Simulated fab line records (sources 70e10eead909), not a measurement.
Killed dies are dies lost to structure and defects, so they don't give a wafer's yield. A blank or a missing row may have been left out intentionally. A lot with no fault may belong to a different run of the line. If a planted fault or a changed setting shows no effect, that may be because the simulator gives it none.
A struck lot beside a sound one + flow nand-harc + 14 out of 1159 route steps
Sound: these wafers, L742.1, L742.2, L742.4. Wafers struck: L754.1, L754.4, L754.6. The cause is named last.
Order at every step that has rows: each side's tool, ch and its chambers, its first start. Under that, the readings that differ: sound wafers + struck wafers + difference of the means + sigmas: that difference in standard deviations of wafers without a fault.
alike: readings with means less than 2 such deviations apart, plus words and numbers identical on both sides. not compared: withheld readings, readings lacking a value on some wafer, bounds such as >300 that could conceal the same value, and numbers that have no deviation in the record and whose values overlap.
Wherever a step has rows on one side only, a row that says differs or no value, or a row with sigmas, the two part there. When numbers do not overlap yet have no deviation, they are printed without sigmas and do not part them. Lack of a reading on every wafer of one side parts them only where that side has two or more wafers.

first, 1 step without rows for these wafers: NHARC_P_M0_DEVELOP_08 (develop time 35 s).
NHARC_P_M0_CD_MEAS_09 targets a cd of 90 nm.
  sound on cd-sem-03 ch 0, day 7 00:16; struck on cd-sem-03 ch 0, day 9 17:31
  alike: cd-nm
NHARC_P_M0_OVL_MEAS_10: pitch 180 nm.
  sound: overlay-02 at day 7 00:21; struck: overlay-02 at day 9 17:36
| reading           | sound          | struck      | difference | sigmas |
|-------------------|----------------|-------------|------------|--------|
| overlay-y-nm (nm) | -1.0 -1.4 -1.1 | 0.6 0.1 0.4 | +1.5       | +2     |
  alike: overlay-x-nm
NHARC_P_M0_INSPECT_11:
  sound: defect-inspect-02 at day 7 00:23; struck: defect-inspect-02 at day 9 17:38
  alike: raw-defect-count
then, 2 steps without rows for these wafers: NHARC_P_M0_DESCUM_14 (chemistry O2, time 3 s); NHARC_P_M0_ETCH_34 (etches the open film in N2/H2, target depth 40 nm, overetch 12 nm, time 43.94 s).
NHARC_P_M0_ETCH_15: etches the open film in C4F8/Ar, target depth 150 nm, overetch 15 nm, time 82.5 s.
  sound on rie-diel-02 ch 1,2,3; struck on rie-diel-06 ch 0,2,3
| reading               | sound             | struck            | difference | sigmas |
|-----------------------|-------------------|-------------------|------------|--------|
| oes-product-au (a.u.) | 0.972 0.979 0.983 | 0.928 0.926 0.912 | -0.056     | -2     |
  alike: rf-vpp-V
  not compared: rf-hours-counter-h
NHARC_P_M0_CD_MEAS_16:
  sound: cd-sem-03 at day 7 00:45; struck: cd-sem-01 at day 9 17:59
  alike: cd-nm
NHARC_P_M0_STRIP_18: strips in N2/H2.
  sound on rie-diel-13 ch 0,1,2, day 7 00:50; struck on rie-diel-13 ch 2,3, day 9 18:04
  alike: drypump-motor-current-A, oes-product-au, rf-vpp-V, showerhead-plenum-p-Torr, throttle-valve-pct
  not compared: rf-hours-counter-h
then, 1 step without rows for these wafers: NHARC_P_M0_STRIP_19 (strips in post etch residue remover, time 600 s).
NHARC_P_M0_DEGAS_28: time 60 s.
  sound: pvd-sputter-03 at day 7 01:22; struck: pvd-sputter-03 at day 9 18:37
  alike: heater-power-w
NHARC_P_M0_PRE_CLEAN_29: time 30 s.
  sound on pvd-sputter-03; struck on pvd-sputter-03
  alike: heater-power-w
NHARC_P_M0_PVD_20: deposits TaN, target thk 5 nm, time 8.06 s.
  sound: pvd-sputter-03 at day 7 01:39; struck: pvd-sputter-03 at day 9 18:44
  no value came back on the struck wafers for bias-v (V), cathode-dc-power-W (W), throttle-valve-pct (%); on the sound wafers bias-v (V) reads 167.6 171.5 169.6
NHARC_P_M0_PVD_21: deposits Cu, target thk 30 nm, time 20.49 s.
  sound on pvd-sputter-03; struck on pvd-sputter-03
  alike: cathode-dc-power-W, chamber-pressure-pa, throttle-valve-pct

WHERE THEY PART
Earliest at NHARC_P_M0_OVL_MEAS_10; latest, in this record, at NHARC_P_M0_PVD_20. Later steps at which nothing parts them and some readings are alike: NHARC_P_M0_PVD_21.

WHY: what had been put in by the simulator
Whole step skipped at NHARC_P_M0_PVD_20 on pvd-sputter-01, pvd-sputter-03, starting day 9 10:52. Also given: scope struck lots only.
